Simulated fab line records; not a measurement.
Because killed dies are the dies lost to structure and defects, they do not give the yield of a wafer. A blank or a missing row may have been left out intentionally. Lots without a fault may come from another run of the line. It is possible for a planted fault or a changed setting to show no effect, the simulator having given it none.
Split-lot study :: flow n5 finfet :: 21 wafers read from 7 lots, route of 1938 steps

== THE SPLIT ==
At N5_BEOL_M10_COAT_22 (resist thk 90 nm), the setting spin rpm was moved away from the recipe's 1500 rpm on 5 of the 21 wafers read, by -7.1% to +5.8%. The other wafers ran this setting at the recipe's value.

== FROM THE SPLIT TO THE READING: what the file shows between them, 5 steps ==
- N5_BEOL_M10_EBR_24
- N5_BEOL_M10_SOFTBAKE_23: time 60 s
- N5_BEOL_M10_EXPOSE_25: exposes mask V9
- N5_BEOL_M10_PEB_26: peb time 60 s
- N5_BEOL_M10_DEVELOP_27: develop time 30 s

== THE READING ==
CAR-ArF_of_BEOL_M10_COAT_22.thk nm (the simulator's own value, which no gauge read), in nm, at N5_BEOL_M10_DESCUM_33 (chemistry O2, time 7.9 s). The file gives no usual value for it. Here, 16 wafers ran the recipe; their average is 83.7 nm with a standard deviation of 0.33 nm.

wafer: L074.1
tool, chamber at the split: litho track-05, 0
spin rpm as run, rpm: 1500
against the recipe: recipe
CAR-ArF_of_BEOL_M10_COAT_22.thk nm, nm: 83.4
against lot-mates on the recipe: -

wafer: L074.2
tool, chamber at the split: litho track-05, 0
spin rpm as run, rpm: 1500
against the recipe: recipe
CAR-ArF_of_BEOL_M10_COAT_22.thk nm, nm: 83.4
against lot-mates on the recipe: -

wafer: L074.6
tool, chamber at the split: litho track-05, 0
spin rpm as run, rpm: 1500
against the recipe: recipe
CAR-ArF_of_BEOL_M10_COAT_22.thk nm, nm: 83.4
against lot-mates on the recipe: -

wafer: L076.1
tool, chamber at the split: litho track-03, 0
spin rpm as run, rpm: 1500
against the recipe: recipe
CAR-ArF_of_BEOL_M10_COAT_22.thk nm, nm: 84.4
against lot-mates on the recipe: -

wafer: L076.2
tool, chamber at the split: litho track-03, 0
spin rpm as run, rpm: 1500
against the recipe: recipe
CAR-ArF_of_BEOL_M10_COAT_22.thk nm, nm: 84.2
against lot-mates on the recipe: -

wafer: L076.3
tool, chamber at the split: litho track-03, 0
spin rpm as run, rpm: 1500
against the recipe: recipe
CAR-ArF_of_BEOL_M10_COAT_22.thk nm, nm: 84
against lot-mates on the recipe: -

wafer: L082.1
tool, chamber at the split: litho track-03, 0
spin rpm as run, rpm: 1500
against the recipe: recipe
CAR-ArF_of_BEOL_M10_COAT_22.thk nm, nm: 83.8
against lot-mates on the recipe: -

wafer: L082.4
tool, chamber at the split: litho track-03, 0
spin rpm as run, rpm: 1500
against the recipe: recipe
CAR-ArF_of_BEOL_M10_COAT_22.thk nm, nm: 83.6
against lot-mates on the recipe: -

wafer: L082.6
tool, chamber at the split: litho track-03, 0
spin rpm as run, rpm: 1500
against the recipe: recipe
CAR-ArF_of_BEOL_M10_COAT_22.thk nm, nm: 83.6
against lot-mates on the recipe: -

wafer: L087.4
tool, chamber at the split: litho track-04, 0
spin rpm as run, rpm: 1587
against the recipe: +5.8%
CAR-ArF_of_BEOL_M10_COAT_22.thk nm, nm: 81.2
against lot-mates on the recipe: -2.6

wafer: L087.5
tool, chamber at the split: litho track-04, 0
spin rpm as run, rpm: 1500
against the recipe: recipe
CAR-ArF_of_BEOL_M10_COAT_22.thk nm, nm: 84
against lot-mates on the recipe: -

wafer: L087.6
tool, chamber at the split: litho track-04, 0
spin rpm as run, rpm: 1500
against the recipe: recipe
CAR-ArF_of_BEOL_M10_COAT_22.thk nm, nm: 83.6
against lot-mates on the recipe: -

wafer: L089.1
tool, chamber at the split: litho track-04, 0
spin rpm as run, rpm: 1500
against the recipe: recipe
CAR-ArF_of_BEOL_M10_COAT_22.thk nm, nm: 83.4
against lot-mates on the recipe: -

wafer: L089.2
tool, chamber at the split: litho track-04, 0
spin rpm as run, rpm: 1500
against the recipe: recipe
CAR-ArF_of_BEOL_M10_COAT_22.thk nm, nm: 83.4
against lot-mates on the recipe: -

wafer: L089.4
tool, chamber at the split: litho track-04, 0
spin rpm as run, rpm: 1567
against the recipe: +4.5%
CAR-ArF_of_BEOL_M10_COAT_22.thk nm, nm: 81.4
against lot-mates on the recipe: -2.0

wafer: L094.1
tool, chamber at the split: litho track-04, 0
spin rpm as run, rpm: 1500
against the recipe: recipe
CAR-ArF_of_BEOL_M10_COAT_22.thk nm, nm: 83.8
against lot-mates on the recipe: -

wafer: L094.3
tool, chamber at the split: litho track-04, 0
spin rpm as run, rpm: 1500
against the recipe: recipe
CAR-ArF_of_BEOL_M10_COAT_22.thk nm, nm: 84
against lot-mates on the recipe: -

wafer: L094.5
tool, chamber at the split: litho track-04, 0
spin rpm as run, rpm: 1553
against the recipe: +3.5%
CAR-ArF_of_BEOL_M10_COAT_22.thk nm, nm: 82.4
against lot-mates on the recipe: -1.5

wafer: L095.2
tool, chamber at the split: litho track-05, 0
spin rpm as run, rpm: 1394
against the recipe: -7.1%
CAR-ArF_of_BEOL_M10_COAT_22.thk nm, nm: 86.6
against lot-mates on the recipe: +3.4

wafer: L095.4
tool, chamber at the split: litho track-05, 0
spin rpm as run, rpm: 1500
against the recipe: recipe
CAR-ArF_of_BEOL_M10_COAT_22.thk nm, nm: 83.2
against lot-mates on the recipe: -

wafer: L095.6
tool, chamber at the split: litho track-05, 0
spin rpm as run, rpm: 1394
against the recipe: -7.1%
CAR-ArF_of_BEOL_M10_COAT_22.thk nm, nm: 86.4
against lot-mates on the recipe: +3.2

FIT RESULTS
A straight line over all 21 wafers: CAR-ArF_of_BEOL_M10_COAT_22.thk nm changes by -0.415 nm for each +1% of spin rpm; r = -0.97; the points scatter about the line by 0.33 nm.
The same after taking each lot's own level away (the mean of its wafers on the recipe; 21 wafers): -0.458 nm for each +1%; r = -1.00; scatter 0.11 nm.
That fit puts the effect of the largest move of spin rpm on the reading at 3.2 nm.
Across the lots, their own levels run from 83.20 to 84.20 nm, a range of 3.0 times the standard deviation given above.
Consequently the slope shifts little with the lot-to-lot level, the two slopes agreeing.
Check: +3.17 nm against its lot-mates is what the line predicts for one of the wafers moved furthest among these (-7.1%) when that wafer is left out of the fit. It came out at +3.4 nm against them.

== THE WHOLE CHAIN: every reading that the file lists as answering this split, in the file's order ==
step: N5_BEOL_M10_COAT_22
what it does: resist thk 90 nm
reading: CAR-ArF_of_BEOL_M10_COAT_22.thk nm (the simulator's own value, which no gauge read)
change (the file's fit): -0.436 nm for each +1% of the setting
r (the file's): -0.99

step: N5_BEOL_M10_DEVELOP_27
what it does: develop time 30 s
reading: CAR-ArF_of_BEOL_M10_COAT_22.thk nm (the simulator's own value, which no gauge read)
change (the file's fit): -0.457 nm for each +1% of the setting
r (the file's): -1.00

step: N5_BEOL_M10_DESCUM_33
what it does: chemistry O2, time 7.9 s
reading: CAR-ArF_of_BEOL_M10_COAT_22.thk nm (the simulator's own value, which no gauge read)
change (the file's fit): -0.454 nm for each +1% of the setting
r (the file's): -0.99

== FILE'S OWN FIT ==
CAR-ArF_of_BEOL_M10_COAT_22.thk nm changes by -0.454 nm for each +1% of spin rpm, r = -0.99.
